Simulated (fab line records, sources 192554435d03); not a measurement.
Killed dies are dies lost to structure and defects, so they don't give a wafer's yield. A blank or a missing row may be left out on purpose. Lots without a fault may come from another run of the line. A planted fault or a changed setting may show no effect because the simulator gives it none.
fab line records | flow n5_finfet | part 2 of 2: steps 5 to 6 of 6
record lots=24 wafers=72 last_day=18
route steps=1938 shown FIN_CUT@175 STI_FIN_REVEAL@183 DUMMY_GATE@240
lots that met no fault: from a run of the same line without faults
start_h: hours from the record's first day to the start of the lot's first wafer shown | wait_h: hours since the lot's step before | " the same as in the row above | L1.1+2: a row that stands for several wafers | - no value, or no start given | * or withheld: withheld | < > ~ a bound
route shown NAME@n: a module of which the file shows steps, and the number in the route of the first | usual: mean/standard deviation of fault-free wafers | same: alike in all rows | chamber/n: place in a boat | sites: the reading at each site | _std_site: their standard deviation | _edge_site: outer sites' mean less inner sites' | radius_mm: how far each site lies from the wafer's centre | mask NAME#n: copy n | behind: the tool/chamber that last shaped the wafer | hold: why the lot was held/for how many hours/how that ended | device: the transistor (n, p or np) that didn't switch | end of line: the same wafers' tests at the end of the route | a step without rows: its recipe alone | killed: dies lost to structure and defects at the first sort, not the wafer's yield | map: a wafer's dies, x killed, . not, _ none there
set.NAME: the setting as run; set.NAME@STEP: as run at that earlier step | model.NAME: the simulator's own value behind a step, which no gauge read
steps of the route over a sample of lots; a table a step, a row a wafer
services: from which hour (start_h, from the record's first day; less than 0 if before it) a tool's chamber was out of use, for how many hours, and why
## steps
# step N5_DUMMY_GATE_TRIM_49
# recipe chemistry=O2 resist=SOC time_s=29 target_cd_nm=14 source_power_w=300 bias_power_w=0 O2_flow_sccm=100 temp_c=20
# usual O2_flow_sccm=100.0/0.32 drypump_motor_current_A=5.8/0.48 oes_product_au=0.996/0.014 throttle_valve_pct=8.12/0.13
# columns lot.wafer tool chamber start_h wait_h O2_flow_sccm drypump_motor_current_A oes_product_au rf_hours_counter_h throttle_valve_pct
L074.3 rie_si-04 2 45.24 0.0 99.9 5.4 0.992 37 8.12
L074.4 " 3 " " 99.8 5.5 0.984 91 8.06
L074.6 " 1 " " 100.0 6.1 0.993 - 7.89
L075.1 rie_si-02 0 55.40 0.0 100.3 5.5 1.019 30 7.96
L075.3 " 3 " " 100.0 6.6 0.987 120 8.24
L075.5 " 0 " " 100.3 5.5 1.016 - 7.94
L076.1 rie_si-02 2 61.63 0.0 100.0 6.0 0.996 54 8.11
L076.4 " 3 " " 99.9 6.6 0.994 120 8.20
L076.6 " 1 " " 99.5 5.3 1.025 - 8.26
L077.3 rie_si-03 3 64.16 0.0 100.3 5.0 0.997 3 7.94
L077.4 " 2 " " 99.9 6.2 1.009 81 8.37
L077.6 " 1 " " 100.1 5.8 0.999 - 8.11
L078.2 rie_si-02 0 74.29 0.0 100.5 5.6 1.018 30 7.97
L078.3 " 2 " " 100.9 6.0 1.003 55 8.12
L078.6 " 3 " " 100.0 6.6 0.988 - 8.21
L079.1 rie_si-02 3 75.77 0.0 99.8 6.6 0.992 121 8.21
L079.4 " 2 " " 100.3 6.0 0.990 55 8.12
L079.6 " 2 " " 100.5 6.0 0.996 - 8.13
L080.4 rie_si-03 1 84.19 0.0 99.8 5.8 0.984 141 8.10
L080.5 " 2 " " 99.8 6.1 1.005 - 8.35
L080.6 " 1 " " 99.7 5.8 0.982 - 8.10
L081.3 rie_si-03 2 92.56 0.0 99.8 6.1 1.003 82 8.38
L081.5 " 1 " " 99.3 5.8 0.990 - 8.08
L081.6 " 2 " " 100.0 6.1 1.003 - 8.35
L082.2 rie_si-03 0 93.94 0.0 99.6 6.4 1.002 42 8.14
L082.4 " 1 " " 100.1 5.8 0.995 141 8.09
L082.5 " 2 " " 99.8 6.1 0.993 - 8.35
L083.1 rie_si-03 2 103.74 0.0 100.0 6.1 0.985 82 8.36
L083.4 " 3 " " 99.4 5.0 0.993 4 7.95
L083.6 " 2 " " 100.1 6.1 0.992 - 8.37
L084.1 rie_si-03 1 112.44 0.0 99.9 5.8 0.996 141 8.10
L084.4 " 2 " " 100.8 6.1 0.987 82 8.37
L084.6 " 2 " " 100.0 6.1 0.992 - 8.36
L085.1 rie_si-03 2 114.32 0.0 99.9 6.1 0.987 82 8.36
L085.2 " 1 " " 100.0 5.8 0.998 141 8.11
L085.3 " 3 " " 100.2 5.0 0.995 4 7.94
L086.2 rie_si-04 1 122.29 0.0 99.9 6.1 0.980 72 7.91
L086.3 " 2 " " 99.5 5.4 0.980 38 8.11
L086.4 " 3 " " 100.3 5.5 0.979 92 8.08
L087.1 rie_si-02 3 127.31 0.0 100.1 6.6 0.999 122 8.22
L087.3 " 2 " " 99.6 6.0 0.994 55 8.11
L087.5 " 3 " " 100.2 6.6 1.006 - 8.22
L088.1 rie_si-02 2 135.85 0.0 100.7 6.0 0.995 56 8.12
L088.4 " 0 " " 100.1 5.5 1.016 31 7.96
L088.5 " 3 " " 99.7 6.6 0.987 - 8.23
L089.1 rie_si-04 0 139.12 0.0 100.1 6.4 0.977 167 8.14
L089.5 " 3 " " 100.0 5.5 0.968 - 8.06
L089.6 " 2 " " 99.6 5.4 0.978 - 8.11
L090.1 rie_si-03 1 145.54 0.0 99.4 5.8 0.995 142 8.11
L090.3 " 0 " " 100.3 6.4 1.011 43 8.14
L090.6 " 3 " " 100.2 5.0 0.994 - 7.95
L091.1 rie_si-03 3 149.40 0.0 100.2 5.0 1.000 4 7.95
L091.2 " 0 " " 100.8 6.4 1.012 43 8.13
L091.4 " 2 " " 100.0 6.1 0.997 83 8.36
L092.1 rie_si-02 0 155.56 0.0 99.9 5.5 1.019 31 7.98
L092.2 " 1 " " 99.6 5.3 1.018 36 8.24
L092.3 " 3 " " 100.0 6.6 0.992 122 8.21
L093.1 rie_si-04 3 161.74 0.0 100.1 5.5 0.977 93 8.07
L093.3 " 1 " " 99.9 6.1 0.997 73 7.89
L093.4 " 0 " " 100.3 6.3 0.990 168 8.15
L094.3 rie_si-04 0 166.88 0.0 100.1 6.3 0.997 168 8.16
L094.4 " 3 " " 99.8 5.5 0.970 93 8.08
L094.6 " 3 " " 99.8 5.5 0.971 - 8.07
L095.2 rie_si-04 0 172.79 0.0 100.3 6.4 0.998 168 8.16
L095.5 " 3 " " 99.6 5.5 0.981 - 8.07
L095.6 " 0 " " 100.3 6.4 0.989 - 8.16
L096.3 rie_si-02 3 177.98 0.0 99.7 6.6 0.993 122 8.23
L096.5 " 3 " " 99.8 6.6 0.986 - 8.24
L096.6 " 0 " " 99.7 5.5 1.014 - 7.96
L097.2 rie_si-04 2 185.49 0.0 100.1 5.4 0.977 39 8.11
L097.3 " 1 " " 100.1 6.1 0.990 73 7.90
L097.5 " 0 " " 100.5 6.3 0.991 - 8.15
# step N5_DUMMY_GATE_STRIP_40
# recipe chemistry=CF4 resist=SiARC power_w=300 bias_power_w=75 pressure_mtorr=50 cf4_flow_sccm=150 rf_frequency_hz=6e+07
# usual drypump_motor_current_A=5.6/0.43 oes_product_au=0.78/0.087 rf_vpp_V=270.8/1.4 showerhead_plenum_p_Torr=1.78/0.04 throttle_valve_pct=13.66/0.22
# columns lot.wafer tool chamber start_h wait_h drypump_motor_current_A oes_product_au rf_hours_counter_h rf_vpp_V showerhead_plenum_p_Torr throttle_valve_pct
L074.3 rie_diel-06 0 45.44 0.2 5.2 0.89 31 270.9 1.77 13.40
L074.4 " 1 " " 5.7 0.77 133 270.9 1.81 13.77
L074.6 " 3 " " 6.2 0.96 - 271.9 1.83 13.24
L075.1 rie_diel-03 1 55.50 0.1 5.4 0.69 239 268.8 1.69 13.95
L075.3 " 3 " " 6.4 0.95 9 272.3 1.82 13.45
L075.5 " 0 " " 5.1 0.75 - 269.7 1.81 13.70
L076.1 rie_diel-03 1 61.73 0.1 5.4 0.70 240 269.2 1.69 13.98
L076.4 " 0 " " 5.1 0.75 160 270.2 1.81 13.72
L076.6 " 2 " " 5.3 0.69 - 270.6 1.78 13.63
L077.3 rie_diel-03 1 64.32 0.1 5.4 0.69 241 269.2 1.69 13.97
L077.4 " 2 " " 5.3 0.68 219 270.1 1.78 13.66
L077.6 " 1 " " 5.4 0.70 - 267.5 1.69 13.99
L078.2 rie_diel-03 3 74.39 0.1 6.3 0.93 15 273.0 1.82 13.47
L078.3 " 0 " " 5.1 0.75 163 269.5 1.81 13.72
L078.6 " 3 " " 6.4 0.93 - 271.8 1.82 13.44
L079.1 rie_diel-06 1 75.87 0.1 5.7 0.76 142 270.5 1.81 13.79
L079.4 " 0 " " 5.2 0.87 40 270.2 1.77 13.41
L079.6 " 2 " " 6.0 0.71 - 270.6 1.78 13.81
L080.4 rie_diel-03 0 84.34 0.1 5.1 0.73 166 270.5 1.81 13.71
L080.5 " 0 " " 5.1 0.74 - 269.6 1.81 13.73
L080.6 " 1 " " 5.4 0.69 - 269.9 1.68 13.99
L081.3 rie_diel-06 2 92.66 0.1 6.0 0.72 194 272.2 1.78 13.82
L081.5 " 2 " " 6.0 0.72 - 272.2 1.78 13.82
L081.6 " 1 " " 5.7 0.75 - 270.1 1.80 13.79
L082.2 rie_diel-06 3 94.04 0.1 6.2 0.91 13 273.5 1.83 13.29
L082.4 " 1 " " 5.7 0.74 147 271.1 1.80 13.80
L082.5 " 2 " " 6.1 0.72 - 271.0 1.78 13.81
L083.1 rie_diel-06 0 103.84 0.1 5.2 0.85 47 270.3 1.77 13.42
L083.4 " 3 " " 6.2 0.91 16 273.2 1.83 13.29
L083.6 " 3 " " 6.2 0.89 - 271.1 1.83 13.28
L084.1 rie_diel-04 2 112.54 0.1 5.7 0.70 210 269.2 1.71 13.95
L084.4 " 1 " " 5.2 0.72 182 271.4 1.78 13.56
L084.6 " 1 " " 5.2 0.72 - 272.0 1.78 13.57
L085.1 rie_diel-06 0 114.48 0.1 5.2 0.86 50 270.3 1.76 13.43
L085.2 " 1 " " 5.7 0.75 152 271.0 1.80 13.80
L085.3 " 2 " " 6.0 0.71 199 269.6 1.78 13.84
L086.2 rie_diel-04 3 122.38 0.1 5.2 0.90 25 269.8 1.76 13.42
L086.3 " 2 " " 5.7 0.69 213 269.6 1.71 13.94
L086.4 " 1 " " 5.2 0.72 185 272.9 1.77 13.56
L087.1 rie_diel-04 3 127.41 0.1 5.1 0.89 26 268.6 1.76 13.43
L087.3 " 1 " " 5.2 0.72 187 270.9 1.77 13.56
L087.5 " 1 " " 5.3 0.72 - 269.5 1.77 13.56
L088.1 rie_diel-06 0 135.94 0.1 5.2 0.86 56 271.0 1.76 13.45
L088.4 " 1 " " 5.7 0.75 - 272.4 1.80 13.83
L088.5 " 2 " " 6.1 0.71 - 270.8 1.78 13.81
L089.1 rie_diel-04 3 139.22 0.1 5.1 0.89 30 270.2 1.76 13.42
L089.5 " 2 " " 5.7 0.69 - 269.0 1.71 13.97
L089.6 " 1 " " 5.2 0.72 - 270.2 1.77 13.58
L090.1 rie_diel-06 0 145.74 0.2 5.2 0.84 60 270.7 1.76 13.46
L090.3 " 3 " " 6.2 0.88 24 272.3 1.82 13.31
L090.6 " 1 " " 5.7 0.74 - 271.9 1.80 13.82
L091.1 rie_diel-03 3 149.50 0.1 6.4 0.88 38 273.2 1.81 13.52
L091.2 " 0 " " 5.1 0.73 185 270.1 1.80 13.77
L091.4 " 1 " " 5.4 0.92 8 272.3 1.89 13.42
L092.1 rie_diel-04 2 155.66 0.1 5.7 0.68 223 270.1 1.71 13.99
L092.2 " 0 " " 5.9 0.72 178 270.6 1.78 13.87
L092.3 " 3 " " 5.2 0.88 35 271.9 1.76 13.43
L093.1 rie_diel-06 3 161.87 0.1 6.2 0.88 29 272.2 1.82 13.31
L093.3 " 1 " " 5.7 0.74 167 271.4 1.80 13.84
L093.4 " 0 " " 5.2 0.84 64 270.4 1.76 13.47
L094.3 rie_diel-04 3 166.98 0.1 5.2 0.87 38 270.5 1.76 13.43
L094.4 " 2 " " 5.7 0.68 227 268.9 1.71 13.98
L094.6 " 0 " " 5.9 0.72 - 270.4 1.78 13.86
L095.2 rie_diel-03 3 172.88 0.1 6.4 0.87 46 270.1 1.81 13.56
L095.5 " 1 " " 5.4 0.90 - 273.9 1.89 13.47
L095.6 " 0 " " 5.1 0.73 - 271.1 1.80 13.77
L096.3 rie_diel-03 1 178.12 0.1 5.4 0.90 18 273.8 1.89 13.46
L096.5 " 0 " " 5.1 0.72 - 272.8 1.80 13.78
L096.6 " 3 " " 6.4 0.86 - 273.3 1.81 13.55
L097.2 rie_diel-04 2 185.70 0.2 5.7 0.68 232 271.0 1.70 13.97
L097.3 " 3 " " 5.2 0.86 44 271.2 1.76 13.44
L097.5 " 0 " " 5.9 0.71 - 270.5 1.78 13.86
## services
# columns tool chamber start_h hours kind
ald_sin-01 1 5.12 3.7 repair
rie_diel-04 - 7.01 0.3 repair
ald_sin-02 2 7.28 3.8 repair
rie_diel-04 3 15.15 - clean
rie_diel-04 3 15.15 - consumable_replace:focus_ring
rie_diel-04 3 15.15 18.2 scheduled_down
plasma_asher-02 - 36.20 14.6 pm
ald_sin-01 2 38.54 3.2 repair
ald_sin-01 1 40.54 4.0 repair
ald_sin-04 0 54.95 3.0 repair
rie_si-04 - 86.33 0.3 repair
rie_diel-06 - 86.87 0.4 repair
ald_sin-01 1 99.03 2.6 repair
ald_sin-02 - 100.09 5.0 repair
ald_sin-04 - 112.23 14.6 pm
rie_si-02 0 119.99 15.0 repair
ald_sin-01 2 127.67 1.4 repair
rie_diel-06 3 133.56 10.2 repair
rie_diel-03 1 146.18 2.5 repair
rie_si-04 - 153.37 1.1 repair
rie_si-04 - 154.56 2.8 pm
rie_diel-03 - 159.37 0.7 repair
ald_sin-04 0 172.66 11.4 repair
ald_sin-01 - 176.75 14.0 pm
